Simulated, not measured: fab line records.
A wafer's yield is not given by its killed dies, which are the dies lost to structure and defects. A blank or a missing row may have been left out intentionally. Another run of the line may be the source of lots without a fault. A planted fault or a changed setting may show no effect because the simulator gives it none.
A struck lot beside a sound one	flow n5 finfet	16 out of 1938 route steps
Sound: the wafers L421.1, L421.4, L421.5. Wafers struck: L434.3, L434.4, L434.6. The cause is given at the end.
Order at every step that has rows: each side's tool, ch and its chambers, its first start. Under that, the readings that differ: sound wafers	struck wafers	difference of the means	sigmas: that difference in standard deviations of wafers without a fault.
alike: words and numbers the same on both sides, and readings whose means are apart by under 2 such deviations; not compared: readings that were withheld, readings missing a value for some wafer, numbers with overlapping values and no deviation given by the record, and bounds like >300 which may hide the same value.
The two part at a step that has a row with sigmas, a row that says differs or no value, or rows on one side only. Non-overlapping numbers with no deviation appear without sigmas and do not part them. A reading that every wafer of one side lacks parts them only if that side has two wafers or more.

first, 2 steps without rows for these wafers: N5_BEOL_M1_DEGAS_44 (time 60 s); N5_BEOL_M1_PRE_CLEAN_45 (time 30 s).
N5_BEOL_M1_ALD_84: deposits TaN, pulse time 2 s, purge time 3 s, co reactant purge time 2 s.
  sound on ald metal-01 ch 2,3, day 7 10:22; struck on ald metal-01 ch 2,3, day 10 20:55
  alike: heater power w
then, 3 steps without rows for these wafers: N5_BEOL_M1_SURFACE_TREAT_85; N5_BEOL_M1_CVD_47 (deposits Co from CCTBA/H2, target thk 3 nm, time 223.8 s); N5_BEOL_M1_SPUTTER_48 (material Cu, target thk 4.5 nm, time 8.29 s).
N5_BEOL_M1_ANNEAL_49: time 240 s.
  struck on pvd sputter-03, day 10 22:43; sound on pvd sputter-01, day 7 11:02
  alike: heater power w, susceptor temp C
then, 1 step without rows for these wafers: N5_BEOL_M1_SPUTTER_79 (material Cu, target thk 4.5 nm, time 8.29 s).
N5_BEOL_M1_ANNEAL_80: time 240 s.
  struck on pvd sputter-03, day 10 22:56; sound on pvd sputter-01, day 7 11:16
  alike: heater power w, susceptor temp C
then, 1 step without rows for these wafers: N5_BEOL_M1_SPUTTER_81 (material Cu, target thk 4.5 nm, time 8.29 s).
N5_BEOL_M1_ANNEAL_82: time 240 s.
  struck on pvd sputter-03, day 10 23:09; sound on pvd sputter-01, day 7 11:29
  alike: heater power w, susceptor temp C
N5_BEOL_M1_SPUTTER_86: material Cu, target thk 4.5 nm, time 8.29 s.
  struck on pvd sputter-03, day 10 23:17; sound on pvd sputter-01, day 7 11:37
  alike: chuck gas flow sccm, throttle valve pct
N5_BEOL_M1_ANNEAL_87: time 240 s.
  struck on pvd sputter-03, day 10 23:22; sound on pvd sputter-01, day 7 11:42
  no value came back on the struck wafers for heater power w (W), susceptor temp C (C); on the sound wafers heater power w (W) reads 727 812 819
then, 1 step without rows for these wafers: N5_BEOL_M1_SPUTTER_88 (material Cu, target thk 4.5 nm, time 8.29 s).
N5_BEOL_M4_RC_MEAS_101:
  sound on prober-02 ch 0, day 8 23:47; struck on prober-02 ch 0, day 12 20:30
reading	sound	struck	difference	sigmas
SS_N (mV/dec)	70.7 70.1 70.1	72.1 71.9 74.9	+2.7	+3
  alike: DIBL_N, DIBL_P, IOFF_N, IOFF_P, ION_N, ION_P, SS_P, VT_N, VT_P
-- here the record skips 5 days between the struck wafers' starts before and after, leaving off in module BEOL_M4 and picking up in module PASSIVATION (first step shown: number 1936 of the route) --
N5_PASSIVATION_PROBE_49:
  struck on prober-01, day 17 14:08; sound on prober-02, day 13 19:19
  alike: defect limited yield, killed_at_M0_to_M3, killed_at_M4_up, killed at contacts, killed at front end, killed at other, killed dies, killed open, killed short, sort_bin_4_leakage, sort_bin_5_function, sort_bin_6_memory, sort n pass, sort yield pct

== WHERE THEY PART ==
Last at N5_BEOL_M4_RC_MEAS_101 as far as this record goes, first at N5_BEOL_M1_ANNEAL_87. Later steps at which nothing parts them and some readings are alike: N5_PASSIVATION_PROBE_49.

WHY: the cause the simulator had injected
Beginning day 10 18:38, the whole step at N5_BEOL_M1_ANNEAL_87 was skipped on pvd sputter-03. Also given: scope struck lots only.
